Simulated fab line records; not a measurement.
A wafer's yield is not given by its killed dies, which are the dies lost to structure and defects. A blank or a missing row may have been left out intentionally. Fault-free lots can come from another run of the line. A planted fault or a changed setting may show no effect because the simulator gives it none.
A struck lot beside a sound one ; flow nand harc ; 14 steps out of a route of 1302
Sound: the wafers L177.3, L177.4, L177.6. Wafers struck: L173.1, L173.2, L173.5. The cause is named last.
Per side, at each step with rows, come the tool, then ch with its chambers, and then its first start. Under that, the readings that differ: sound wafers ; struck wafers ; difference of the means ; sigmas: that difference in standard deviations of wafers without a fault.
alike: a reading whose means differ by less than 2 such deviations, as well as words and numbers matching on both sides. not compared: withheld readings; readings where some wafer has no value; bounds like >300 that might hide an equal value; numbers whose values overlap and for which the record gives no deviation.
The two part at a step that has a row with sigmas, a row that says differs or no value, or rows on one side only. Numbers that have no deviation but don't overlap get no sigmas and don't part them. A reading that every wafer of one side lacks parts them only if that side has two wafers or more.

first, 12 steps without rows for these wafers: NHARC_P_STI_ETCH_26 (etches SiO2 in dHF, target depth 11 nm); NHARC_P_STI_PRECLEAN_27 (cleans in SC1); NHARC_P_STI_SRD_28; NHARC_P_STI_OXIDE_29 (material SiO2, target thk 10 nm, ox time 1362 s); NHARC_P_STI_HM_DEP_30 (deposits Si3N4, target thk 80 nm, time 873 s); NHARC_P_STI_DEHYDRATE_01 (time 120 s); NHARC_P_STI_HMDS_02 (time 30 s); NHARC_P_STI_COAT_41 (time 65 s); NHARC_P_STI_COAT_03 (resist thk 600 nm); NHARC_P_STI_SOFTBAKE_04 (time 70 s); NHARC_P_STI_EBR_05; NHARC_P_STI_EXPOSE_06 (exposes mask P STI, target cd 200 nm).
NHARC_P_STI_PEB_07: peb time 80 s.
  struck on litho track-02, day 9 10:27; sound on litho track-07 ch 0, day 11 06:39
  no value came back on the struck wafers for chill plate temp C (C), exhaust pa (Pa), plate temp C (C); on the sound wafers chill plate temp C (C) reads 22.76 23.01 22.80
then, 1 step without rows for these wafers: NHARC_P_STI_DEVELOP_08 (time 50 s).

WHERE THEY PART
Only at NHARC_P_STI_PEB_07, as far as this record shows.

WHY: what had been put in by the simulator
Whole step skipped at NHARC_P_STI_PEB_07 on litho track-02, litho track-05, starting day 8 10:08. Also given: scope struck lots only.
